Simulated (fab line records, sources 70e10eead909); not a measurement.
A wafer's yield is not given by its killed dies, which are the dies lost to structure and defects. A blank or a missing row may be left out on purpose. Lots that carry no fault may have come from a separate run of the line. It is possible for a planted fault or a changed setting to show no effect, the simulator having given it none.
Which of the tools did it? || flow nandHarc || Sampling: 24 lots, 72 wafers, 2 of 1302 route steps

## WHAT EACH GAUGE READ, for each wafer
NHARC_P_START_INSPECT_01.
{"lot": "L074", "measured": "day 1 20:02", "on": "defectInspect-01", "rawDefectCount": "3 3 3"}
{"lot": "L075", "measured": "day 2 06:02", "on": "defectInspect-01", "rawDefectCount": "2 4 1"}
{"lot": "L076", "measured": "day 2 16:02", "on": "defectInspect-02", "rawDefectCount": "1 5 4"}
{"lot": "L077", "measured": "day 3 02:02", "on": "defectInspect-02", "rawDefectCount": "3 3 2"}
{"lot": "L078", "measured": "day 3 12:02", "on": "defectInspect-01", "rawDefectCount": "0 6 2"}
{"lot": "L079", "measured": "day 3 22:02", "on": "defectInspect-02", "rawDefectCount": "5 5 3"}
{"lot": "L080", "measured": "day 4 08:02", "on": "defectInspect-01", "rawDefectCount": "5 2 4"}
{"lot": "L081", "measured": "day 4 18:02", "on": "defectInspect-01", "rawDefectCount": "4 5 2"}
{"lot": "L082", "measured": "day 5 04:02", "on": "defectInspect-01", "rawDefectCount": "3 4 7"}
{"lot": "L083", "measured": "day 5 14:02", "on": "defectInspect-02", "rawDefectCount": "4 4 2"}
{"lot": "L084", "measured": "day 6 00:02", "on": "defectInspect-02", "rawDefectCount": "4 5 6"}
{"lot": "L085", "measured": "day 6 10:02", "on": "defectInspect-01", "rawDefectCount": "6 2 5"}
{"lot": "L086", "measured": "day 6 20:02", "on": "defectInspect-02", "rawDefectCount": "2 2 3"}
{"lot": "L087", "measured": "day 7 06:02", "on": "defectInspect-02", "rawDefectCount": "5 4 2"}
{"lot": "L088", "measured": "day 7 16:02", "on": "defectInspect-01", "rawDefectCount": "3 3 5"}
{"lot": "L089", "measured": "day 8 02:02", "on": "defectInspect-02", "rawDefectCount": "3 8 0"}
{"lot": "L090", "measured": "day 8 12:02", "on": "defectInspect-01", "rawDefectCount": "2 4 3"}
{"lot": "L091", "measured": "day 8 22:02", "on": "defectInspect-01", "rawDefectCount": "6 4 7"}
{"lot": "L092", "measured": "day 9 08:02", "on": "defectInspect-01", "rawDefectCount": "4 4 5"}
{"lot": "L093", "measured": "day 9 18:02", "on": "defectInspect-01", "rawDefectCount": "4 1 4"}
{"lot": "L094", "measured": "day 10 04:02", "on": "defectInspect-02", "rawDefectCount": "1 2 2"}
{"lot": "L095", "measured": "day 10 14:02", "on": "defectInspect-01", "rawDefectCount": "6 3 1"}
{"lot": "L096", "measured": "day 11 00:02", "on": "defectInspect-02", "rawDefectCount": "5 0 5"}
{"lot": "L097", "measured": "day 11 10:02", "on": "defectInspect-01", "rawDefectCount": "2 6 4"}

NHARC_P_ZERO_WELL_CD_MEAS_11 targets a cd of 500 nm.
{"lot": "L074", "measured": "day 1 21:14", "on": "cdSem-02", "cdNm (nm)": "500.7 500.6 499.4"}
{"lot": "L075", "measured": "day 2 07:14", "on": "cdSem-03", "cdNm (nm)": "503.4 501.6 502.9"}
{"lot": "L076", "measured": "day 2 17:14", "on": "cdSem-01", "cdNm (nm)": "503.2 503.1 501.1"}
{"lot": "L077", "measured": "day 3 03:14", "on": "cdSem-02", "cdNm (nm)": "499.7 500.3 497.8"}
{"lot": "L078", "measured": "day 3 13:14", "on": "cdSem-03", "cdNm (nm)": "502.2 501.8 503.9"}
{"lot": "L079", "measured": "day 3 23:08", "on": "cdSem-02", "cdNm (nm)": "498.7 499.8 500.9"}
{"lot": "L080", "measured": "day 4 09:14", "on": "cdSem-03", "cdNm (nm)": "499.7 500.1 500.7"}
{"lot": "L081", "measured": "day 4 19:22", "on": "cdSem-01", "cdNm (nm)": "501.1 500.6 502.4"}
{"lot": "L082", "measured": "day 5 05:16", "on": "cdSem-02", "cdNm (nm)": "504.0 502.2 502.9"}
{"lot": "L083", "measured": "day 5 15:14", "on": "cdSem-03", "cdNm (nm)": "498.5 498.3 498.9"}
{"lot": "L084", "measured": "day 6 01:07", "on": "cdSem-03", "cdNm (nm)": "498.5 500.6 499.5"}
{"lot": "L085", "measured": "day 6 11:27", "on": "cdSem-01", "cdNm (nm)": "500.6 500.2 499.8"}
{"lot": "L086", "measured": "day 6 21:14", "on": "cdSem-02", "cdNm (nm)": "501.2 500.7 498.9"}
{"lot": "L087", "measured": "day 7 07:07", "on": "cdSem-01", "cdNm (nm)": "499.4 499.9 501.2"}
{"lot": "L088", "measured": "day 7 17:10", "on": "cdSem-01", "cdNm (nm)": "499.0 498.3 497.4"}
{"lot": "L089", "measured": "day 8 03:07", "on": "cdSem-01", "cdNm (nm)": "498.5 501.2 499.0"}
{"lot": "L090", "measured": "day 8 13:07", "on": "cdSem-02", "cdNm (nm)": "500.9 502.5 499.0"}
{"lot": "L091", "measured": "day 8 23:15", "on": "cdSem-02", "cdNm (nm)": "501.3 500.6 501.6"}
{"lot": "L092", "measured": "day 9 09:07", "on": "cdSem-01", "cdNm (nm)": "499.5 499.7 499.4"}
{"lot": "L093", "measured": "day 9 19:14", "on": "cdSem-03", "cdNm (nm)": "500.9 500.1 503.5"}
{"lot": "L094", "measured": "day 10 05:14", "on": "cdSem-01", "cdNm (nm)": "500.1 498.9 501.3"}
{"lot": "L095", "measured": "day 10 15:08", "on": "cdSem-02", "cdNm (nm)": "501.7 500.0 498.7"}
{"lot": "L096", "measured": "day 11 01:14", "on": "cdSem-01", "cdNm (nm)": "502.8 502.3 503.0"}
{"lot": "L097", "measured": "day 11 11:15", "on": "cdSem-02", "cdNm (nm)": "500.7 498.8 500.0"}

## WHAT TOOL EACH LOT RAN ON (gives the tool, then ch and the chambers of the sampled wafers, and finally the start)
There is no process step in the record ahead of these readings.

## AS READ BY THE TOOLS THEMSELVES (means over the sampled wafers that have a number; for cases with no such wafer, the mark the record gives instead)
The record holds no such reading with a usual standard deviation.

## THE ANSWER, worked out from the rows above alone
Rule: the usual values come from the lots themselves. The widest of any qualifying gaps counts: lots, ordered by their means at a reading, are off when they make up no more than a third of the lots, leave a main group of 4 or more, and stand apart from it by 3 or more times the standard deviation of that group's means. The tables above print the reading to a certain number of digits; a main group whose means all agree to those digits is not used. A lot without any number at a reading at which 4 lots or more have one is off too. Where the step has rows for the other lots, those lots are counted as sound. The gauges are gone through in route order, then the tools' own readings, and for those a lot's mean is taken as printed above. At the first step where some lot is off, the reading lying furthest off is the one used; lots without a number count as furthest.
No lot is off at any reading shown: from this, nothing can be told.

## WHAT THE SIMULATOR HAD INSERTED
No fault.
